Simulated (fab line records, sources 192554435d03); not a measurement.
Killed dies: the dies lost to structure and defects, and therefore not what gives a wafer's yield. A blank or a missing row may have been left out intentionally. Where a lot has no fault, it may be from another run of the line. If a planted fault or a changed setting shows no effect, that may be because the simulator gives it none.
Split-lot experiment / flow n5-finfet / 39 wafers read from 7 lots, route of 1938 steps

== THE SPLIT ITSELF ==
At N5_HKMG_FIN_ETCH_58 (etches SOC in N2/H2, target depth 215.8 nm, time 741 s), the setting target-depth-a was moved away from the recipe's 2158 angstrom on 15 of the 39 wafers read, by -5.9% to +12.9%. All remaining wafers had this setting at the recipe value.

Reading taken at the split's own step.

== THE READING ==
SOC_of_HKMG_FIN_COAT_41.thk-nm (the simulator's own value, which no gauge read), in nm, at N5_HKMG_FIN_ETCH_58 (etches SOC in N2/H2, target depth 215.8 nm, time 741 s). No usual value for it is given in the file. Average 81.8 nm, standard deviation 3.7 nm, over the 24 wafers here run with the recipe.

wafer=L074.1; tool, chamber at the split=rie-diel-02, 0; target-depth-a as run, angstrom=2158; against the recipe=recipe; SOC_of_HKMG_FIN_COAT_41.thk-nm, nm=82.2; against lot-mates on the recipe=-
wafer=L074.2; tool, chamber at the split=rie-diel-02, 1; target-depth-a as run, angstrom=2158; against the recipe=recipe; SOC_of_HKMG_FIN_COAT_41.thk-nm, nm=82.8; against lot-mates on the recipe=-
wafer=L074.3; tool, chamber at the split=rie-diel-02, 2; target-depth-a as run, angstrom=2158; against the recipe=recipe; SOC_of_HKMG_FIN_COAT_41.thk-nm, nm=83.4; against lot-mates on the recipe=-
wafer=L074.4; tool, chamber at the split=rie-diel-02, 3; target-depth-a as run, angstrom=2158; against the recipe=recipe; SOC_of_HKMG_FIN_COAT_41.thk-nm, nm=88.8; against lot-mates on the recipe=-
wafer=L074.5; tool, chamber at the split=rie-diel-02, 0; target-depth-a as run, angstrom=2158; against the recipe=recipe; SOC_of_HKMG_FIN_COAT_41.thk-nm, nm=82.4; against lot-mates on the recipe=-
wafer=L074.6; tool, chamber at the split=rie-diel-02, 1; target-depth-a as run, angstrom=2158; against the recipe=recipe; SOC_of_HKMG_FIN_COAT_41.thk-nm, nm=79.2; against lot-mates on the recipe=-
wafer=L075.1; tool, chamber at the split=rie-diel-02, 2; target-depth-a as run, angstrom=2437; against the recipe=+12.9%; SOC_of_HKMG_FIN_COAT_41.thk-nm, nm=53.8; against lot-mates on the recipe=-28.7
wafer=L075.2; tool, chamber at the split=rie-diel-02, 0; target-depth-a as run, angstrom=2158; against the recipe=recipe; SOC_of_HKMG_FIN_COAT_41.thk-nm, nm=80; against lot-mates on the recipe=-
wafer=L075.3; tool, chamber at the split=rie-diel-02, 1; target-depth-a as run, angstrom=2437; against the recipe=+12.9%; SOC_of_HKMG_FIN_COAT_41.thk-nm, nm=49.4; against lot-mates on the recipe=-33.1
wafer=L075.4; tool, chamber at the split=rie-diel-02, 3; target-depth-a as run, angstrom=2437; against the recipe=+12.9%; SOC_of_HKMG_FIN_COAT_41.thk-nm, nm=59.2; against lot-mates on the recipe=-23.3
wafer=L075.5; tool, chamber at the split=rie-diel-02, 0; target-depth-a as run, angstrom=2158; against the recipe=recipe; SOC_of_HKMG_FIN_COAT_41.thk-nm, nm=82.2; against lot-mates on the recipe=-
wafer=L075.6; tool, chamber at the split=rie-diel-02, 3; target-depth-a as run, angstrom=2158; against the recipe=recipe; SOC_of_HKMG_FIN_COAT_41.thk-nm, nm=85.2; against lot-mates on the recipe=-
wafer=L077.1; tool, chamber at the split=rie-diel-01, 0; target-depth-a as run, angstrom=2329; against the recipe=+7.9%; SOC_of_HKMG_FIN_COAT_41.thk-nm, nm=62; against lot-mates on the recipe=-21.5
wafer=L077.2; tool, chamber at the split=rie-diel-01, 3; target-depth-a as run, angstrom=2329; against the recipe=+7.9%; SOC_of_HKMG_FIN_COAT_41.thk-nm, nm=70.6; against lot-mates on the recipe=-12.9
wafer=L077.3; tool, chamber at the split=rie-diel-01, 2; target-depth-a as run, angstrom=2329; against the recipe=+7.9%; SOC_of_HKMG_FIN_COAT_41.thk-nm, nm=67; against lot-mates on the recipe=-16.5
wafer=L077.4; tool, chamber at the split=rie-diel-01, 1; target-depth-a as run, angstrom=2158; against the recipe=recipe; SOC_of_HKMG_FIN_COAT_41.thk-nm, nm=85.2; against lot-mates on the recipe=-
wafer=L077.5; tool, chamber at the split=rie-diel-01, 0; target-depth-a as run, angstrom=2158; against the recipe=recipe; SOC_of_HKMG_FIN_COAT_41.thk-nm, nm=77.8; against lot-mates on the recipe=-
wafer=L077.6; tool, chamber at the split=rie-diel-01, 3; target-depth-a as run, angstrom=2158; against the recipe=recipe; SOC_of_HKMG_FIN_COAT_41.thk-nm, nm=87.6; against lot-mates on the recipe=-
wafer=L083.1; tool, chamber at the split=rie-diel-01, 0; target-depth-a as run, angstrom=2158; against the recipe=recipe; SOC_of_HKMG_FIN_COAT_41.thk-nm, nm=79.8; against lot-mates on the recipe=-
wafer=L083.2; tool, chamber at the split=rie-diel-01, 2; target-depth-a as run, angstrom=2158; against the recipe=recipe; SOC_of_HKMG_FIN_COAT_41.thk-nm, nm=83.2; against lot-mates on the recipe=-
wafer=L083.3; tool, chamber at the split=rie-diel-01, 3; target-depth-a as run, angstrom=2031; against the recipe=-5.9%; SOC_of_HKMG_FIN_COAT_41.thk-nm, nm=98; against lot-mates on the recipe=+17.7
wafer=L083.4; tool, chamber at the split=rie-diel-01, 1; target-depth-a as run, angstrom=2031; against the recipe=-5.9%; SOC_of_HKMG_FIN_COAT_41.thk-nm, nm=99.4; against lot-mates on the recipe=+19.1
wafer=L083.5; tool, chamber at the split=rie-diel-01, 0; target-depth-a as run, angstrom=2158; against the recipe=recipe; SOC_of_HKMG_FIN_COAT_41.thk-nm, nm=78; against lot-mates on the recipe=-
wafer=L083.6; tool, chamber at the split=rie-diel-01, 3; target-depth-a as run, angstrom=2031; against the recipe=-5.9%; SOC_of_HKMG_FIN_COAT_41.thk-nm, nm=100; against lot-mates on the recipe=+19.7
wafer=L086.1; tool, chamber at the split=rie-diel-02, 2; target-depth-a as run, angstrom=2409; against the recipe=+11.6%; SOC_of_HKMG_FIN_COAT_41.thk-nm, nm=56.4; against lot-mates on the recipe=-27.1
wafer=L086.2; tool, chamber at the split=rie-diel-02, 3; target-depth-a as run, angstrom=2409; against the recipe=+11.6%; SOC_of_HKMG_FIN_COAT_41.thk-nm, nm=58.4; against lot-mates on the recipe=-25.1
wafer=L086.3; tool, chamber at the split=rie-diel-02, 0; target-depth-a as run, angstrom=2409; against the recipe=+11.6%; SOC_of_HKMG_FIN_COAT_41.thk-nm, nm=56.2; against lot-mates on the recipe=-27.3
wafer=L086.4; tool, chamber at the split=rie-diel-02, 1; target-depth-a as run, angstrom=2158; against the recipe=recipe; SOC_of_HKMG_FIN_COAT_41.thk-nm, nm=80.4; against lot-mates on the recipe=-
wafer=L086.5; tool, chamber at the split=rie-diel-02, 2; target-depth-a as run, angstrom=2158; against the recipe=recipe; SOC_of_HKMG_FIN_COAT_41.thk-nm, nm=82.2; against lot-mates on the recipe=-
wafer=L086.6; tool, chamber at the split=rie-diel-02, 3; target-depth-a as run, angstrom=2158; against the recipe=recipe; SOC_of_HKMG_FIN_COAT_41.thk-nm, nm=87.8; against lot-mates on the recipe=-
wafer=L089.2; tool, chamber at the split=rie-diel-06, 2; target-depth-a as run, angstrom=2158; against the recipe=recipe; SOC_of_HKMG_FIN_COAT_41.thk-nm, nm=77.8; against lot-mates on the recipe=-
wafer=L089.4; tool, chamber at the split=rie-diel-06, 0; target-depth-a as run, angstrom=2158; against the recipe=recipe; SOC_of_HKMG_FIN_COAT_41.thk-nm, nm=83; against lot-mates on the recipe=-
wafer=L089.5; tool, chamber at the split=rie-diel-06, 3; target-depth-a as run, angstrom=2158; against the recipe=recipe; SOC_of_HKMG_FIN_COAT_41.thk-nm, nm=77.8; against lot-mates on the recipe=-
wafer=L094.1; tool, chamber at the split=rie-diel-02, 0; target-depth-a as run, angstrom=2158; against the recipe=recipe; SOC_of_HKMG_FIN_COAT_41.thk-nm, nm=80.2; against lot-mates on the recipe=-
wafer=L094.2; tool, chamber at the split=rie-diel-02, 2; target-depth-a as run, angstrom=2341; against the recipe=+8.5%; SOC_of_HKMG_FIN_COAT_41.thk-nm, nm=60; against lot-mates on the recipe=-18.9
wafer=L094.3; tool, chamber at the split=rie-diel-02, 3; target-depth-a as run, angstrom=2158; against the recipe=recipe; SOC_of_HKMG_FIN_COAT_41.thk-nm, nm=84.2; against lot-mates on the recipe=-
wafer=L094.4; tool, chamber at the split=rie-diel-02, 1; target-depth-a as run, angstrom=2341; against the recipe=+8.5%; SOC_of_HKMG_FIN_COAT_41.thk-nm, nm=56.8; against lot-mates on the recipe=-22.1
wafer=L094.5; tool, chamber at the split=rie-diel-02, 2; target-depth-a as run, angstrom=2341; against the recipe=+8.5%; SOC_of_HKMG_FIN_COAT_41.thk-nm, nm=60; against lot-mates on the recipe=-18.9
wafer=L094.6; tool, chamber at the split=rie-diel-02, 1; target-depth-a as run, angstrom=2158; against the recipe=recipe; SOC_of_HKMG_FIN_COAT_41.thk-nm, nm=72.4; against lot-mates on the recipe=-

FIT RESULTS
A straight line over all 39 wafers: SOC_of_HKMG_FIN_COAT_41.thk-nm changes by -2.3 nm for each +1% of target-depth-a; r = -0.96; the points scatter about the line by 3.8 nm.
The same after taking each lot's own level away (the mean of its wafers on the recipe; 39 wafers): -2.37 nm for each +1%; r = -0.97; scatter 3.4 nm.
That fit puts the effect of the largest move of target-depth-a on the reading at 31 nm.
Across the lots, their own levels run from 78.93 to 83.53 nm, a range of 1.3 times the standard deviation given above.
The two slopes are in agreement: the lot-to-lot level therefore moves the slope only a little.
Check: for one of the wafers moved furthest among these (+12.9%), held out of the fit, the line's prediction against its lot-mates is -30 nm. Against them it came out at -28.7 nm.

== THE WHOLE CHAIN: every reading that the file lists as answering this split, in the file's order ==
step=N5_HKMG_FIN_ETCH_58; what it does=etches SOC in N2/H2, target depth 215.8 nm, time 741 s; reading=HKMG_FIN.feature-depth-nm (the simulator's own value, which no gauge read); change (the file's fit)=+2.31 nm for each +1% of the setting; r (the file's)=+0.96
step=N5_HKMG_FIN_ETCH_58; what it does=etches SOC in N2/H2, target depth 215.8 nm, time 741 s; reading=etch.depth-nm (the simulator's own value, which no gauge read); change (the file's fit)=+2.31 nm for each +1% of the setting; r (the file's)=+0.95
step=N5_HKMG_FIN_ETCH_58; what it does=etches SOC in N2/H2, target depth 215.8 nm, time 741 s; reading=SOC_of_HKMG_FIN_COAT_41.thk-nm (the simulator's own value, which no gauge read); change (the file's fit)=-2.31 nm for each +1% of the setting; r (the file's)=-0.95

== THE FILE'S OWN FIT ==
SOC_of_HKMG_FIN_COAT_41.thk-nm changes by -2.31 nm for each +1% of target-depth-a, r = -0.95.
